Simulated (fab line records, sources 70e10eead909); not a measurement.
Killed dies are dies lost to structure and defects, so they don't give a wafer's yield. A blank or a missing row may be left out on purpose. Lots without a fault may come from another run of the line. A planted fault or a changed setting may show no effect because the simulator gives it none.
fab line records | flow nand_harc
record lots=12 wafers=36 last_day=34
route steps=1302 shown A_CONTACT@1067 END@1302
lots that met no fault: from a run of the same line without faults
start_h: hours from the record's first day to the start of the lot's first wafer shown | wait_h: hours since the lot's step before | " the same as in the row above | L1.1+2: a row that stands for several wafers | - no value, or no start given | * or withheld: withheld | < > ~ a bound
route shown NAME@n: a module of which the file shows steps, and the number in the route of the first | usual: mean/standard deviation of fault-free wafers | same: alike in all rows | chamber/n: place in a boat | sites: the reading at each site | _std_site: their standard deviation | _edge_site: outer sites' mean less inner sites' | radius_mm: how far each site lies from the wafer's centre | mask NAME#n: copy n | behind: the tool/chamber that last shaped the wafer | hold: why the lot was held/for how many hours/how that ended | device: the transistor (n, p or np) that didn't switch | end of line: the same wafers' tests at the end of the route | a step without rows: its recipe alone | killed: dies lost to structure and defects at the first sort, not the wafer's yield | map: a wafer's dies, x killed, . not, _ none there
set.NAME: the setting as run; set.NAME@STEP: as run at that earlier step | model.NAME: the simulator's own value behind a step, which no gauge read
steps of the route over a sample of lots; a table a step, a row a wafer
services: from which hour (start_h, from the record's first day; less than 0 if before it) a tool's chamber was out of use, for how many hours, and why
## steps
# step NHARC_A_CONTACT_DEP_85
# recipe target_thk_a=600 target_thk_nm=60 temp_c=400 pressure_torr=3.5 flow_sccm=200 rf_w=350 material=SiON
# usual heater_power_w=780/100
# columns lot.wafer tool chamber start_h wait_h heater_power_w
L584.1 pecvd-04 2 520.42 1.5 804
L584.2 " 1 " " 772
L584.5 " 1 " " 781
L585.2 pecvd-04 1 525.19 1.2 914
L585.5 " 2 " " 835
L585.6 " 0 " " 826
L586.3 pecvd-03 2 539.44 0.9 646
L586.2 " 1 " " 823
L586.5 " 0 " " 595
L592.2 pecvd-01 2 612.16 1.1 706
L592.3 " 0 " " 766
L592.1 " 1 " " 822
L601.1 pecvd-04 0 692.00 1.5 721
L601.2 " 1 " " 842
L601.4 " 1 " " 840
L599.2 pecvd-01 2 695.59 1.2 748
L599.6 " 2 " " 716
L599.5 " 0 " " 712
L600.2 pecvd-03 1 700.43 1.2 799
L600.6 " 0 " " 700
L600.4 " 1 " " 812
L604.2 pecvd-03 1 709.11 1.2 868
L604.6 " 2 " " 621
L604.5 " 1 " " 843
L602.1 pecvd-03 1 715.18 1.5 729
L602.4 " 2 " " 601
L602.6 " 0 " " 684
L603.1 pecvd-04 0 715.52 1.5 834
L603.5 " 0 " " 803
L603.4 " 1 " " 858
L605.1 pecvd-01 0 734.33 1.6 617
L605.3 " 1 " " 944
L605.4 " 2 " " 758
L606.1 pecvd-03 2 753.37 1.6 597
L606.2 " 0 " " 699
L606.5 " 0 " " 696
# step NHARC_A_CONTACT_ETCH_31
# recipe target_depth_a=28000 over_etch_frac=0.3 time_s=728 ion_energy_ev=150 o2_flow_sccm=400 cos_flow_sccm=20 ar_flow_sccm=0 rf_w=500 bias_w=300 chemistry=O2/COS
# usual drypump_motor_current_A=5.50/0.28 oes_product_au=1.001/0.0091 rf_vpp_V=314.6/2.4 run_length_s=749.4/0.45 showerhead_plenum_p_Torr=3.16/0.15 throttle_valve_pct=28.330/0.008
# same over_etch_frac=0.3
# columns lot.wafer tool chamber start_h wait_h drypump_motor_current_A oes_product_au rf_hours_counter_h rf_vpp_V run_length_s showerhead_plenum_p_Torr throttle_valve_pct
L584.2 rie_diel-03 1 521.97 - 5.29 1.010 10 310.4 748.7 2.90 28.333
L584.1 " 3 " " 5.67 0.991 11 315.9 750.1 3.21 28.330
L584.5 " 0 " " 5.70 0.993 - 315.5 750.0 3.26 28.334
L585.2 rie_diel-03 2 526.77 - 5.13 1.004 11 315.3 749.2 3.27 28.338
L585.5 " 1 " " 5.31 0.998 - 311.5 748.8 2.90 28.334
L585.6 " 2 " " 5.15 1.008 - 317.2 749.6 3.27 28.326
L586.3 rie_diel-03 3 541.17 - 5.68 0.988 14 316.0 749.6 3.21 28.319
L586.2 " 2 " " 5.16 1.010 13 315.7 749.5 3.27 28.332
L586.5 " 0 " " 5.65 1.012 - 315.6 749.5 3.25 28.351
L592.1 rie_diel-03 3 613.69 - 5.69 0.994 28 316.0 749.7 3.20 28.346
L592.3 " 0 " " 5.64 1.003 28 315.0 490.7 3.25 28.345
L592.2 " 1 " " 5.32 1.008 25 310.9 749.1 2.89 28.333
L601.2 rie_diel-05 0 693.47 - 5.56 1.001 33 317.6 749.5 3.30 28.343
L601.1 " 2 " " 6.45 0.987 29 317.4 749.7 3.36 28.317
L601.4 " 3 " " 5.17 1.001 28 314.2 748.5 3.17 28.321
L599.2 rie_diel-05 0 697.20 - 5.58 1.008 34 316.2 749.7 3.30 28.323
L599.5 " 2 " " 6.45 0.997 - 318.4 749.3 3.36 28.323
L599.6 " 3 " " 5.17 1.011 - 313.7 748.6 3.17 28.337
L600.2 rie_diel-03 2 701.83 - 5.18 0.996 10 316.0 749.4 3.26 28.330
L600.4 " 3 " " 5.70 1.002 10 314.9 749.8 3.20 28.330
L600.6 " 1 " " 5.26 0.999 - 318.3 748.5 3.37 28.331
L604.2 rie_diel-03 0 710.43 - 5.65 1.014 12 316.4 749.8 3.24 28.329
L604.6 " 0 " " 5.67 0.992 - 315.8 749.5 3.24 28.356
L604.5 " 1 " " 5.31 1.011 - 317.0 748.6 3.37 28.327
L602.4 rie_diel-03 3 716.60 - 5.69 0.991 13 313.7 749.7 3.20 28.326
L602.1 " 1 " " 5.30 1.004 13 318.5 748.7 3.37 28.309
L602.6 " 3 " " 5.68 0.999 - 316.1 749.7 3.20 28.346
L603.4 rie_diel-13 0 717.28 - 5.34 0.985 6 318.0 749.7 3.37 28.318
L603.1 " 1 " " 5.53 0.977 4 312.3 749.1 2.97 28.334
L603.5 " 2 " " 5.66 1.000 - 313.4 749.8 3.03 28.334
L605.1 rie_diel-03 3 735.83 - 5.70 0.996 15 315.3 749.8 3.20 28.341
L605.3 " 0 " " 5.61 1.004 16 316.7 749.4 3.24 28.328
L605.4 " 2 " " 5.17 1.002 14 317.6 749.9 3.25 28.312
L606.2 rie_diel-03 2 754.84 - 5.15 0.990 16 315.8 749.2 3.25 28.334
L606.1 " 0 " " 5.62 0.987 18 315.9 750.0 3.24 28.333
L606.5 " 1 " " 5.34 1.018 - 317.0 748.6 3.36 28.321
# step NHARC_A_CONTACT_ETCH_137
# recipe source_w=withheld pressure_mtorr=20 bias_v=1200 time_s=311 target_depth_a=19120 ar_flow_sccm=withheld c4f8_flow_sccm=withheld o2_flow_sccm=withheld chemistry=C4F8/O2/Ar
# usual run_length_s=311/0
# columns lot.wafer tool chamber start_h wait_h rf_hours_counter_h run_length_s
L584.2 har_cap_etch-03 1 523.19 0.2 47 311
L584.1 " 0 " " 47 311
L584.5 " 1 " " - 311
L585.2 har_cap_etch-03 1 527.99 0.2 49 311
L585.6 " 1 " " - 311
L585.5 " 0 " " - 311
L586.2 har_cap_etch-02 1 542.48 0.2 92 311
L586.3 " 0 " " - 311
L586.5 " 0 " " - 311
L592.1 har_cap_etch-01 1 614.96 0.2 18 311
L592.2 " 0 " " 18 311
L592.3 " 1 " " - 311
L601.2 har_cap_etch-02 0 694.75 0.2 116 311
L601.1 " 1 " " 116 311
L601.4 " 1 " " - 311
L599.2 har_cap_etch-02 0 698.41 0.2 117 311
L599.5 " 1 " " - 311
L599.6 " 0 " " - 311
L600.2 har_cap_etch-01 0 703.05 0.2 35 311
L600.4 " 1 " " - 311
L600.6 " 0 " " - 311
L604.2 har_cap_etch-01 1 711.71 0.2 36 311
L604.5 " 1 " " - 311
L604.6 " 0 " " - 311
L602.1 har_cap_etch-02 0 717.91 0.2 120 311
L602.4 " 0 " " - 311
L602.6 " 1 " " - 311
L603.1 har_cap_etch-03 0 718.50 0.2 84 311
L603.4 " 1 " " - 311
L603.5 " 0 " " - 311
L605.1 har_cap_etch-01 1 737.14 0.2 40 311
L605.3 " 0 " " - 311
L605.4 " 1 " " - 311
L606.1 har_cap_etch-01 0 756.06 0.2 43 311
L606.2 " 1 " " 43 311
L606.5 " 0 " " - 311
# step NHARC_A_CONTACT_ETCH_98
# recipe target_depth_a=200 over_etch_frac=0.5 time_s=10 ion_energy_ev=250 c4f6_flow_sccm=25 o2_flow_sccm=20 ar_flow_sccm=500 rf_w=600 bias_w=500 chemistry=C4F6/O2
# usual drypump_motor_current_A=5.5/0.3 oes_product_au=0.953/0.019 rf_vpp_V=548/3.9 run_length_s=31.1/0.37 showerhead_plenum_p_Torr=3.97/0.19 throttle_valve_pct=26.903/0.009
# same over_etch_frac=0.5
# columns lot.wafer tool chamber start_h wait_h drypump_motor_current_A oes_product_au rf_hours_counter_h rf_vpp_V run_length_s showerhead_plenum_p_Torr throttle_valve_pct
L584.1 rie_diel-05 2 524.46 0.1 6.5 0.945 35 540 31.2 3.65 26.895
L584.2 " 0 " " 5.6 0.955 29 552 31.2 4.18 26.929
L584.5 " 0 " " 5.6 0.956 - 551 30.9 4.18 26.906
L585.2 rie_diel-03 0 - - 5.7 0.948 13 552 31.2 4.09 26.901
L585.5 " 3 " " 5.7 0.931 - 550 31.2 4.03 26.914
L585.6 " 0 " " 5.7 0.954 - 550 31.5 4.08 26.899
L586.3 rie_diel-03 0 - - 5.7 0.951 15 550 31.0 4.08 26.907
L586.2 " 3 " " 5.7 0.930 14 550 31.8 4.03 26.908
L586.5 " 1 " " 5.3 0.951 - 540 30.8 3.65 26.901
L592.2 rie_diel-13 0 - - 5.3 0.948 39 540 32.0 3.66 26.901
L592.3 " 2 " " 5.6 0.954 34 545 31.2 3.83 26.901
L592.1 " 3 " " 5.7 0.966 38 544 30.9 3.81 26.908
L601.1 rie_diel-03 3 - - 5.7 0.945 10 549 31.5 4.02 26.902
L601.4 " 0 " " 5.7 0.932 10 550 31.2 4.07 26.906
L601.2 " 1 " " 5.3 0.960 10 553 30.4 4.22 26.906
L599.2 rie_diel-03 1 - - 5.3 0.963 10 554 31.0 4.22 26.901
L599.5 " 1 " " 5.3 0.967 - 553 30.6 4.22 26.893
L599.6 " 2 " " 5.2 0.965 - 547 31.0 4.09 26.901
L600.2 rie_diel-03 1 - - 5.3 0.951 11 553 30.5 4.22 26.913
L600.4 " 3 " " 5.7 0.957 11 548 31.5 4.02 26.891
L600.6 " 1 " " 5.3 0.956 - 552 30.8 4.22 26.923
L604.2 rie_diel-13 1 - - 5.5 0.988 1 543 31.1 3.75 26.912
L604.6 " 1 " " 5.5 0.994 - 544 30.7 3.75 26.902
L604.5 " 2 " " 5.6 0.999 - 544 31.5 3.81 26.895
L602.1 rie_diel-03 3 719.14 0.1 5.7 0.954 13 548 31.3 4.01 26.872
L602.4 " 3 " " 5.7 0.955 - 549 31.2 4.01 26.913
L602.6 " 0 " " 5.7 0.954 - 550 31.1 4.06 26.896
L603.4 rie_diel-05 2 - - 6.5 0.959 41 552 31.7 4.20 26.893
L603.1 " 3 " " 5.2 0.968 37 548 30.8 3.98 26.901
L603.5 " 2 " " 6.5 0.942 - 553 31.2 4.20 26.900
L605.3 rie_diel-03 3 - - 5.7 0.931 15 549 31.8 4.01 26.898
L605.4 " 0 " " 5.7 0.935 16 551 31.5 4.06 26.898
L605.1 " 1 " " 5.3 0.963 15 553 30.4 4.22 26.899
L606.1 rie_diel-03 1 - - 5.3 0.984 18 553 30.8 4.22 26.904
L606.2 " 3 " " 5.7 0.948 18 549 31.6 4.01 26.907
L606.5 " 2 " " 5.2 0.955 - 550 31.3 4.08 26.908
# step NHARC_END_SORT_01
# recipe temp_c=25
# usual killed_at_array=59/24 killed_at_other=0.7/1.2 killed_at_periphery=3.5/2.6 killed_dies=63/24 killed_open=3.2/2.1 killed_short=2.4/1.5
# same gross_dies=677
# columns lot.wafer tool chamber start_h wait_h killed_at_array killed_at_other killed_at_periphery killed_dies killed_open killed_short
L592.1 prober-01 0 668.67 2.5 60 3 3 66 1 2
L592.2 prober-01 0 669.48 2.8 63 0 1 64 4 1
L592.3 prober-01 0 670.29 3.1 674 0 3 677 3 1
# killed by level:class
L592.1 A_CHANNEL_HOLE_D1:chamber_film_flake=28 A_CHANNEL_HOLE_D2:chamber_film_flake=17 A_CONTACT:chamber_film_flake=5 A_STAIRCASE:chamber_film_flake=3 THIN_TSV:chamber_film_flake=3 A_WL_FILL:chamber_film_flake=2 A_DECK1_JOINT:geometric_particle:open=1 A_CHANNEL_FILL_D2:geometric_particle:short=1
L592.2 A_CHANNEL_HOLE_D1:chamber_film_flake=37 A_CHANNEL_HOLE_D2:chamber_film_flake=14 A_CONTACT:chamber_film_flake=6 A_ONON_D2:geometric_particle:open=2 A_CHANNEL_FILL_D1:geometric_particle:open=1 A_CHANNEL_FILL_D1:geometric_particle:short=1 A_SGD_CUT:geometric_particle:open=1 P_BONDPAD:chamber_film_flake=1
L592.3 A_CONTACT:area_etch=614 A_CHANNEL_HOLE_D1:chamber_film_flake=39 A_CHANNEL_HOLE_D2:chamber_film_flake=14 A_CONTACT:chamber_film_flake=3 P_M0:geometric_particle:open=2 A_STAIRCASE:chamber_film_flake=2 A_CHANNEL_HOLE_D1:geometric_particle:open=1 A_BLC:geometric_particle:short=1
## services
# columns tool chamber start_h hours kind
har_cap_etch-01 - 497.13 17.0 pm
rie_diel-13 0 499.96 6.0 repair
rie_diel-03 0 516.39 - clean
rie_diel-03 1 516.39 - clean
rie_diel-03 2 516.39 - clean
rie_diel-03 3 516.39 - clean
rie_diel-05 3 519.22 5.4 repair
rie_diel-13 - 520.19 9.0 pm
har_cap_etch-03 - 529.17 1.1 repair
rie_diel-03 0 541.10 - clean
pecvd-03 - 545.62 1.8 repair
pecvd-03 - 547.79 13.0 pm
rie_diel-05 - 583.68 9.0 pm
rie_diel-03 - 588.78 0.5 repair
pecvd-04 - 631.35 13.0 pm
rie_diel-03 - 635.35 9.0 pm
rie_diel-13 0 666.80 4.1 repair
pecvd-01 - 673.22 13.0 pm
rie_diel-13 - 698.15 9.0 pm
pecvd-03 2 716.46 18.6 repair
rie_diel-03 2 716.99 10.6 repair
pecvd-03 - 728.79 13.0 pm
rie_diel-05 2 740.63 7.4 repair
har_cap_etch-02 - 756.31 17.0 pm
## key
first_sign step=NHARC_A_CONTACT_ETCH_31 reading=run_length_s direction=down sigmas=99+ usual=* struck=*
effect step=NHARC_END_SORT_01 reading=killed_at_array direction=up sigmas=26 usual=59 struck=674
more_kills_born_at NHARC_A_CONTACT_ETCH_31@rie_diel-03=614
met_at NHARC_A_CONTACT_ETCH_31
struck_lots L592
struck_wafers L592.3
later_rows_left_out L592.3
tester_left_out L592
not_acting_at NHARC_A_CONTACT_DEP_85,NHARC_A_CONTACT_ETCH_137,NHARC_A_CONTACT_ETCH_98
onset_between 541.17 613.69
fault kind=process_parameter_drift tool=rie_diel-03 chamber=0 onset_h=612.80 steps=NHARC_A_CONTACT_ETCH_31 channel=time_s offset=* shape=step end_h=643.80 acts_in=* stated=*
# tester_left_out: of these lots the tester's yield and bins aren't shown, on N5 and GAA mostly nor the transistor test; their killed dies are dies lost to structure and defects alone, not to doping, threshold or leakage, so they don't give the yield
# later_rows_left_out: the simulator's readings of these wafers behind a module that went badly wrong aren't trusted and aren't shown, but for the sort
